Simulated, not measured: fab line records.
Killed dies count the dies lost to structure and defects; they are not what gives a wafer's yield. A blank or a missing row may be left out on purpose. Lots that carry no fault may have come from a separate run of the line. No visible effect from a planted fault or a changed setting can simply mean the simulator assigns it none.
Which tool is to blame? + flow nand_harc + Sampling: 13 lots, 37 wafers, 5 of 1159 route steps

== WHAT THE GAUGES SHOWED, per wafer ==
NHARC_END_SORT_01.
| lot  | measured     | on        | killed_at_array | killed_at_other | killed_at_periphery | killed_dies | killed_open | killed_short |
|------|--------------|-----------|-----------------|-----------------|---------------------|-------------|-------------|--------------|
| L496 | day 23 22:50 | prober-01 | 20 12 672       | 2 0 0           | 5 5 5               | 27 17 677   | 1 1 4       | 1 2 4        |
| L498 | day 24 22:59 | prober-01 | 15 672          | 1 0             | 3 5                 | 19 677      | 3 1         | 1 1          |
| L497 | day 24 17:32 | prober-01 | 50 675          | 0 0             | 9 2                 | 59 677      | 4 3         | 1 1          |

== WHAT TOOL EACH LOT RAN ON (gives the tool, then ch and the chambers of the sampled wafers, and finally the start) ==
| lot  | NHARC_A_STAIRCASE_DEP_322       | NHARC_A_STAIRCASE_DEP_325       | NHARC_A_STAIRCASE_ETCH_444         | NHARC_A_STAIRCASE_ETCHBACK_157     |
|------|---------------------------------|---------------------------------|------------------------------------|------------------------------------|
| L478 | pecvd-01 ch 0,1,2, day 12 06:05 | pecvd-03 ch 1,2, day 12 13:28   | rie_diel-10 ch 0,1,3, day 12 21:41 | rie_diel-01 ch 0,1,2, day 13 01:54 |
| L480 | pecvd-04 ch 0,1, day 13 10:41   | pecvd-03 ch 0,2, day 13 18:40   | rie_diel-09 ch 0,3, day 14 02:22   | rie_diel-10 ch 0,1,3, day 14 06:27 |
| L481 | pecvd-01 ch 1,2, day 13 10:47   | pecvd-04 ch 1,2, day 13 18:40   | rie_diel-01 ch 0,1, day 14 02:41   | rie_diel-09 ch 2,3, day 14 06:48   |
| L482 | pecvd-04 ch 0,1,2, day 13 22:40 | pecvd-01 ch 0,1,2, day 14 06:39 | rie_diel-09 ch 0,1,3, day 14 15:25 | rie_diel-10 ch 0,2,3, day 14 19:10 |
| L483 | pecvd-03 ch 0,1,2, day 13 22:44 | pecvd-03 ch 0,1, day 14 06:32   | rie_diel-10 ch 0,1,3, day 14 15:33 | rie_diel-01 ch 0,2,3, day 14 19:29 |
| L484 | pecvd-01 ch 1,2, day 14 17:26   | pecvd-04 ch 0,1,2, day 15 01:16 | rie_diel-10 ch 0,1,3, day 15 09:11 | rie_diel-09 ch 1,3, day 15 13:09   |
| L487 | pecvd-01 ch 0,2, day 15 10:29   | pecvd-01 ch 0,2, day 15 17:26   | rie_diel-01 ch 0,1,2, day 16 05:05 | rie_diel-10 ch 0,1,3, day 16 08:59 |
| L488 | pecvd-03 ch 0,2, day 15 10:41   | pecvd-03 ch 0,2, day 15 17:31   | rie_diel-01 ch 0,1,3, day 16 02:29 | rie_diel-10 ch 0,2,3, day 16 07:11 |
| L489 | pecvd-03 ch 0,1, day 15 22:13   | pecvd-01 ch 0,1, day 16 05:14   | rie_diel-10 ch 0,1,3, day 16 12:58 | rie_diel-01 ch 0,2,3, day 16 17:06 |
| L496 | pecvd-01 ch 1,2, day 16 20:47   | pecvd-03 ch 0,1, day 17 04:01   | rie_diel-10 ch 0,2,3, day 17 11:54 | rie_diel-01 ch 0,1,2, day 17 16:10 |
| L498 | pecvd-04 ch 1,2, day 17 22:42   | pecvd-03 ch 2, day 18 06:43     | rie_diel-10 ch 0,1, day 18 18:59   | rie_diel-01 ch 1,3, day 18 23:01   |
| L497 | pecvd-03 ch 1,2, day 17 23:16   | pecvd-01 ch 0,1, day 18 06:54   | rie_diel-10 ch 0,3, day 18 18:30   | rie_diel-10 ch 0,1, day 18 21:36   |
| L500 | pecvd-04 ch 0,2, day 18 22:52   | pecvd-04 ch 0,1,2, day 19 07:07 | rie_diel-09 ch 1,2, day 19 14:55   | rie_diel-09 ch 0,1,3, day 19 19:01 |
- NHARC_A_STAIRCASE_DEP_322: deposits SiO2, target thk 3800 nm.
- NHARC_A_STAIRCASE_DEP_325: deposits SiO2, target thk 3800 nm.
- NHARC_A_STAIRCASE_ETCH_444: etches the open film in C4F8/O2, target depth 10200 nm, time 3400 s.
- NHARC_A_STAIRCASE_ETCHBACK_157: etches the open film in CH3F/O2, target depth 90 nm, time 167.14 s.

== WHAT THE TOOLS THEMSELVES READ (means of the sampled wafers that have a number; where no wafer has one, the mark that the record gives instead) ==
NHARC_A_STAIRCASE_DEP_322.
| lot  | tool     | heater_power_w (W) |
|------|----------|--------------------|
| L478 | pecvd-01 | 737                |
| L480 | pecvd-04 | 744                |
| L481 | pecvd-01 | 644                |
| L482 | pecvd-04 | 673                |
| L483 | pecvd-03 | 706                |
| L484 | pecvd-01 | 673                |
| L487 | pecvd-01 | 720                |
| L488 | pecvd-03 | 706                |
| L489 | pecvd-03 | 693                |
| L496 | pecvd-01 | 705                |
| L498 | pecvd-04 | 633                |
| L497 | pecvd-03 | 634                |
| L500 | pecvd-04 | 624                |

NHARC_A_STAIRCASE_DEP_325.
| lot  | tool     | heater_power_w (W) |
|------|----------|--------------------|
| L478 | pecvd-03 | 661                |
| L480 | pecvd-03 | 734                |
| L481 | pecvd-04 | 703                |
| L482 | pecvd-01 | 693                |
| L483 | pecvd-03 | 690                |
| L484 | pecvd-04 | 684                |
| L487 | pecvd-01 | 727                |
| L488 | pecvd-03 | 730                |
| L489 | pecvd-01 | 688                |
| L496 | pecvd-03 | 638                |
| L498 | pecvd-03 | 760                |
| L497 | pecvd-01 | 638                |
| L500 | pecvd-04 | 645                |

NHARC_A_STAIRCASE_ETCH_444.
| lot  | tool        | chamber_pressure_mTorr (mTorr) | oes_product_au (a.u.) | rf_vpp_V (V) | run_length_s (s) |
|------|-------------|--------------------------------|-----------------------|--------------|------------------|
| L478 | rie_diel-10 | 24.991                         | 0.919                 | 810          | 3421.1           |
| L480 | rie_diel-09 | 25.004                         | 0.922                 | 810          | 3422.2           |
| L481 | rie_diel-01 | 25.002                         | 0.941                 | 811          | 3421.4           |
| L482 | rie_diel-09 | 25.004                         | 0.913                 | 810          | 3421.9           |
| L483 | rie_diel-10 | 24.994                         | 0.912                 | 809          | 3420.9           |
| L484 | rie_diel-10 | 25.013                         | 0.917                 | 810          | 3420.8           |
| L487 | rie_diel-01 | 25.021                         | 0.929                 | 806          | 3421.5           |
| L488 | rie_diel-01 | 24.988                         | 0.927                 | 811          | 3421.5           |
| L489 | rie_diel-10 | 25.002                         | 0.973                 | 809          | 3420.8           |
| L496 | rie_diel-10 | 24.978                         | 0.970                 | 812          | 3908.7           |
| L498 | rie_diel-10 | 24.989                         | 0.929                 | 806          | 4152.6           |
| L497 | rie_diel-10 | 24.982                         | 0.944                 | 810          | 4152.5           |
| L500 | rie_diel-09 | 25.004                         | 0.920                 | 809          | 3422.1           |

NHARC_A_STAIRCASE_ETCHBACK_157.
| lot  | tool        | chamber_pressure_mTorr (mTorr) | drypump_motor_current_A (A) | oes_product_au (a.u.) | rf_vpp_V (V) | showerhead_plenum_p_Torr (Torr) | throttle_valve_pct (%) |
|------|-------------|--------------------------------|-----------------------------|-----------------------|--------------|---------------------------------|------------------------|
| L478 | rie_diel-01 | 24.999                         | 5.7                         | 0.92                  | 244.8        | 2.46                            | 20.655                 |
| L480 | rie_diel-10 | 24.983                         | 5.6                         | 0.91                  | 245.2        | 2.52                            | 20.663                 |
| L481 | rie_diel-09 | 24.989                         | 5.3                         | 0.99                  | 246.1        | 2.60                            | 20.654                 |
| L482 | rie_diel-10 | 24.987                         | 5.9                         | 0.91                  | 245.7        | 2.56                            | 20.668                 |
| L483 | rie_diel-01 | 24.995                         | 5.7                         | 1.00                  | 244.1        | 2.46                            | 20.664                 |
| L484 | rie_diel-09 | 24.991                         | 5.6                         | 0.92                  | 244.6        | 2.51                            | 20.673                 |
| L487 | rie_diel-10 | 25.003                         | 5.6                         | 1.01                  | 245.6        | 2.51                            | 20.659                 |
| L488 | rie_diel-10 | 24.987                         | 5.9                         | 1.00                  | 245.8        | 2.56                            | 20.671                 |
| L489 | rie_diel-01 | 25.008                         | 5.7                         | 1.01                  | 244.3        | 2.45                            | 20.672                 |
| L496 | rie_diel-01 | 24.997                         | 5.7                         | 0.92                  | 243.8        | 2.44                            | 20.666                 |
| L498 | rie_diel-01 | 25.022                         | 5.7                         | 0.94                  | 245.4        | 2.52                            | 20.677                 |
| L497 | rie_diel-10 | 25.038                         | 5.9                         | 1.01                  | 243.7        | 2.44                            | 20.657                 |
| L500 | rie_diel-09 | 24.983                         | 5.6                         | 0.99                  | 245.5        | 2.51                            | 20.665                 |

== THE ANSWER, worked out from the rows above alone ==
Rule: usual is defined by the lots themselves. The widest of any qualifying gaps counts: lots, ordered by their means at a reading, are off when they make up no more than a third of the lots, leave a main group of 4 or more, and stand apart from it by 3 or more times the standard deviation of that group's means. A main group whose means are all the same, to the digits that the tables above print for the reading, isn't used. Also off: a lot with no number at a reading for which 4 or more lots have one. The other lots that the step has rows for count as sound. Order of review: gauges by route order, followed by the tools' own readings, for which a lot's mean as printed above is used. At the first step where some lot is off, the reading lying furthest off is the one used; lots without a number count as furthest.
Off at NHARC_A_STAIRCASE_ETCH_444 (run_length_s): L496, L498, L497. For the main group the mean is 3421.4 s and the standard deviation 0.5.
If a tool, at that step or one of the process steps before it, ran each lot that is off and ran no sound lot following the first of them, it fits. One fits: NHARC_A_STAIRCASE_ETCH_444 on rie_diel-10. A fault onset in the window from L489 (day 16 12:58, its last sound lot) to L496 (day 17 11:54, its first lot off) fits.
On the lots that are off, the tool's own readings at NHARC_A_STAIRCASE_ETCH_444 differ by more than 5 times the standard deviation of the sound lots' means, which bears it out; run_length_s reads 4071.3 s there versus 3421.4 s on the sound lots.

== WHAT WAS PUT IN BY THE SIMULATOR ==
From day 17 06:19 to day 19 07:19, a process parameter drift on rie_diel-10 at NHARC_A_STAIRCASE_ETCH_444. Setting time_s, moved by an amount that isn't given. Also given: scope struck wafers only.
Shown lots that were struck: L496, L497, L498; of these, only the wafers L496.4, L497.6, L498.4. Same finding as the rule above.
